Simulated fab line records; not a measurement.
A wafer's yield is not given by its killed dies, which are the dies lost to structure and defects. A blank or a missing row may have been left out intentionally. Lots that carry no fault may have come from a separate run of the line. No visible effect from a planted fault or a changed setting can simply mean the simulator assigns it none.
Which tool is to blame? | flow n5 finfet | 11 lots, 33 wafers sampled, at 1 step of a route of 1938

## WHAT EACH GAUGE READ, for each wafer
N5_BEOL_M15_CD_MEAS_17: target cd 360 nm.
lot  | measured     | on        | cd nm (nm)
L669 | day 10 22:54 | cd sem-02 | 363.0 363.1 359.6
L670 | day 11 04:42 | cd sem-03 | 358.3 360.5 358.8
L672 | day 11 13:46 | cd sem-02 | 363.4 359.5 357.3
L676 | day 12 08:08 | cd sem-02 | 360.9 358.5 362.4
L677 | day 12 11:46 | cd sem-01 | 356.5 356.5 357.7
L681 | day 15 20:05 | cd sem-01 | 359.3 359.3 362.8
L687 | day 16 14:42 | cd sem-01 | 358.1 359.1 359.8
L685 | day 17 14:41 | cd sem-02 | 360.0 362.0 363.8
L684 | day 17 14:58 | cd sem-01 | 360.6 362.2 360.2
L680 | day 18 11:22 | cd sem-02 | 357.7 358.4 358.1
L690 | day 18 15:19 | cd sem-01 | 359.3 356.3 358.3

## WHAT TOOL EACH LOT RAN ON (gives the tool, then ch and the chambers of the sampled wafers, and finally the start)
The record shows no process step preceding these readings.

## THE ANSWER, worked out from the rows above alone
Rule: the lots themselves supply what counts as usual. Put in order of their means at a reading, lots are off if they are a third of the lots or fewer, leave a main group of 4 or more, and stand apart from it by a gap of 3 or more times the standard deviation of the main group's means; of several such gaps the widest counts. The tables above print the reading to a certain number of digits; a main group whose means all agree to those digits is not used. A lot without any number at a reading at which 4 lots or more have one is off too. The other lots that the step has rows for count as sound.
No lot is off on any of the readings shown, so nothing can be concluded from this.

## WHAT THE SIMULATOR PUT IN
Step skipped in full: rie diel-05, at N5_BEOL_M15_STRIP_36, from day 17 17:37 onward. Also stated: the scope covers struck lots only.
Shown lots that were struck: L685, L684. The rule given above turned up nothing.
